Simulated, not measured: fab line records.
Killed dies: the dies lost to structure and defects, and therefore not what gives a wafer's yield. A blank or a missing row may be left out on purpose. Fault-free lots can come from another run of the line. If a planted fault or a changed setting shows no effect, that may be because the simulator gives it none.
Comparing a struck lot with a sound one + flow n5-finfet + 19 steps out of a route of 1938
Sound: wafers L997.3, L997.4, L997.5. Wafers struck: L107.1, L107.2, L107.3. At the end, the cause is stated.
Order at every step that has rows: each side's tool, ch and its chambers, its first start. Under that, the readings that differ: sound wafers + struck wafers + difference of the means + sigmas: that difference in standard deviations of wafers without a fault.
alike: readings with means less than 2 such deviations apart, plus words and numbers identical on both sides. not compared: withheld readings, readings lacking a value on some wafer, bounds such as >300 that could conceal the same value, and numbers that have no deviation in the record and whose values overlap.
Wherever a step has rows on one side only, a row that says differs or no value, or a row with sigmas, the two part there. Numbers that have no deviation but don't overlap get no sigmas and don't part them. A reading missing from all wafers of one side parts the sides only when that side holds two or more wafers.

N5_ILD0_THK_MEAS_08:
  sound on film-metro-02 at day 4 09:39; struck on film-metro-02 at day 6 22:55
  alike: thk-nm
then, 1 step without rows for these wafers: N5_ILD0_PRECLEAN_10 (cleans in NF3:NH3, afs cycles 5, time 20 s, sublimation time 60 s).
N5_ILD0_ALD_15: deposits SiNx, target thk 24 nm, pulse time 1 s, ald cycles 480.
  sound on ald-sin-04 ch 2,3, day 4 10:24; struck on ald-sin-03 ch 1,2,3, day 6 23:43
  alike: heater-power-w, precursor-pulse-height-rel
N5_ILD0_CMP_12: polishes SiNx, stops on poly-Si, t overpolish 6 s, target thk 17.67 nm.
  sound on cmp-01 ch 0,1,3, day 4 12:40; struck on cmp-03 ch 0,1,2, day 7 01:55
  alike: motor-current-A, overpolish-run-s, platen-rpm, time-to-endpoint-s
N5_ILD0_THK_MEAS_13:
  sound on film-metro-01 at day 4 12:53; struck on film-metro-02 at day 7 02:13
  alike: thk-nm
N5_ILD0_INSPECT_06: inspects for defects (darkfield).
  sound on defect-inspect-01 at day 4 12:55; struck on defect-inspect-02 at day 7 02:15
  alike: raw-defect-count
N5_SDB_HM_DEP_00: deposits SiNx from SiH4/NH3/N2, target thk 40 nm, time 35.3 s.
  sound on pecvd-03 ch 0,1, day 4 12:59; struck on pecvd-02 ch 0,1,2, day 7 02:17
| reading            | sound        | struck      | difference | sigmas |
|--------------------|--------------|-------------|------------|--------|
| heater-power-w (W) | 1083 924 910 | 791 784 640 | -234       | -2     |
  alike: showerhead-plenum-p-Torr, throttle-valve-pct
then, 5 steps without rows for these wafers: N5_SDB_COAT_03 (time 60 s, resist thk 100 nm); N5_SDB_COAT_04 (time 60 s, resist thk 18 nm); N5_SDB_COAT_05 (resist thk 90 nm); N5_SDB_EBR_07; N5_SDB_SOFTBAKE_06 (time 60 s).
N5_SDB_EXPOSE_08: exposes mask SDB.
  sound on arfi-scanner-01 ch 0, day 4 13:11; struck on arfi-scanner-01 ch 0, day 7 02:37
| reading                     | sound | struck         | difference | sigmas |
|-----------------------------|-------|----------------|------------|--------|
| model.SDB.overlay-x-nm (nm) | 0 0 0 | 21.8 21.8 21.8 | +21.8      |        |
  alike: mask, reticle-temp-C
then, 2 steps without rows for these wafers: N5_SDB_PEB_09 (peb time 60 s); N5_SDB_DEVELOP_10 (develop time 30 s).
N5_SDB_CD_MEAS_11: the cd target is 50 nm.
  sound on cd-sem-01 ch 0, day 4 13:19; struck on cd-sem-01 ch 0, day 7 02:44
  alike: cd-nm
N5_SDB_OVL_MEAS_12:
  sound on overlay-01 ch 0, day 4 13:20; struck on overlay-01 ch 0, day 7 02:46
| reading      | sound        | struck         | difference | sigmas |
|--------------|--------------|----------------|------------|--------|
| SDB_OVL (nm) | 0.4 -0.2 0.4 | 21.4 21.8 21.4 | +21.3      | +33    |
N5_SDB_INSPECT_13: inspects for defects (brightfield).
  sound on defect-inspect-02 at day 4 13:22; struck on defect-inspect-02 at day 7 02:47
  alike: raw-defect-count
-- the record jumps here: 9 days lie between the struck wafers' starts before and after (it left off in module SDB and takes up again in module PASSIVATION, whose first step shown is number 1936 of the route) --
N5_PASSIVATION_PROBE_49:
  sound on prober-01 at day 13 09:26; struck on prober-01 at day 16 04:07
| reading             | sound      | struck         | difference | sigmas |
|---------------------|------------|----------------|------------|--------|
| killed-at-front-end | 40 39 44   | 1102 1100 1109 | +1063      | +97    |
| killed-dies         | 105 96 111 | 1180 1180 1180 | +1076      | +54    |
| killed-on-rim       | 12 13 13   | 152 152 152    | +139       | +34    |
  alike: killed_at_M0_to_M3, killed_at_M4_up, killed-at-contacts, killed-at-other, killed-open, killed-short

== WHERE THEY PART ==
First at N5_SDB_HM_DEP_00; last, within this record, at N5_PASSIVATION_PROBE_49.

WHY: the cause the simulator had injected
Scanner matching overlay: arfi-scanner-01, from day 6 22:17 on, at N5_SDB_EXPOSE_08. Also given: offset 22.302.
